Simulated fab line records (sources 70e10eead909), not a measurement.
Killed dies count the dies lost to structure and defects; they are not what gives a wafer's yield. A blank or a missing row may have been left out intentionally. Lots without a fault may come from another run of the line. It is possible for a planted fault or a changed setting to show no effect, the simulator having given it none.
Struck lot and sound lot, side by side :: flow nand_harc :: 13 out of 1159 route steps
Sound: the wafers L180.1, L180.2, L180.4. Wafers struck: L193.1, L193.3. At the end, the cause is stated.
At each step with rows: each side's tool, then ch and its chambers, then its first start. Under that, the readings that differ: sound wafers :: struck wafers :: difference of the means :: sigmas: that difference in standard deviations of wafers without a fault.
alike: a reading whose means differ by less than 2 such deviations, as well as words and numbers matching on both sides. not compared: withheld readings; readings where some wafer has no value; bounds like >300 that might hide an equal value; numbers whose values overlap and for which the record gives no deviation.
The two part at a step that has a row with sigmas, a row that says differs or no value, or rows on one side only. Numbers that have no deviation but don't overlap get no sigmas and don't part them. Lack of a reading on every wafer of one side parts them only where that side has two or more wafers.

first, 2 steps without rows for these wafers: NHARC_A_SOURCE_PLATE_CVD_03 (deposits poly-Si, target thk 200 nm, time 4000 s); NHARC_A_SOURCE_PLATE_ANNEAL_05 (time 1800 s).
NHARC_A_SOURCE_PLATE_THK_MEAS_06: measures by ellipsometry.
  struck on film_metro-01, day 11 04:44; sound on film_metro-01, day 8 08:38
  alike: thk_nm
NHARC_A_SOURCE_PLATE_INSPECT_08:
  struck on defect_inspect-01, day 11 04:47; sound on defect_inspect-02, day 8 08:43
  alike: raw_defect_count
then, no rows for these wafers at 1 step: NHARC_A_ONON_D1_DEP_00 (target thk 1000 nm).
NHARC_A_ONON_D1_THK_MEAS_02: measures by ellipsometry.
  struck on film_metro-02, day 11 05:22; sound on film_metro-02, day 8 09:17
  alike: thk_nm
then, no rows for these wafers at 1 step: NHARC_A_ONON_D1_DEP_03 (target thk 1000 nm).
NHARC_A_ONON_D1_THK_MEAS_05: measures by ellipsometry.
  struck on film_metro-02, day 11 05:58; sound on film_metro-02, day 8 09:50
  alike: thk_nm
then, no rows for these wafers at 1 step: NHARC_A_ONON_D1_DEP_06 (target thk 1000 nm).
NHARC_A_ONON_D1_THK_MEAS_08: measures by ellipsometry.
  struck on film_metro-02, day 11 06:32; sound on film_metro-02, day 8 10:26
  alike: thk_nm
NHARC_A_ONON_D1_DEP_09: target thk 1000 nm.
  sound on pecvd_onon-02 ch 0, day 8 10:30; struck on pecvd_onon-03 ch 0, day 11 07:15
  alike: n2_flow_sccm
NHARC_A_ONON_D1_THK_MEAS_11: measures by ellipsometry.
  struck on film_metro-02, day 11 07:46; sound on film_metro-01, day 8 11:01
reading: thk_nm (nm)
sound: 1003 1003 1004
struck: 903 905
difference: -99
sigmas: -11
then, no rows for these wafers at 1 step: NHARC_A_ONON_D1_DEP_12 (target thk 1000 nm).

== WHERE THEY PART ==
Only at NHARC_A_ONON_D1_THK_MEAS_11, as far as this record shows.

WHY: the cause the simulator had injected
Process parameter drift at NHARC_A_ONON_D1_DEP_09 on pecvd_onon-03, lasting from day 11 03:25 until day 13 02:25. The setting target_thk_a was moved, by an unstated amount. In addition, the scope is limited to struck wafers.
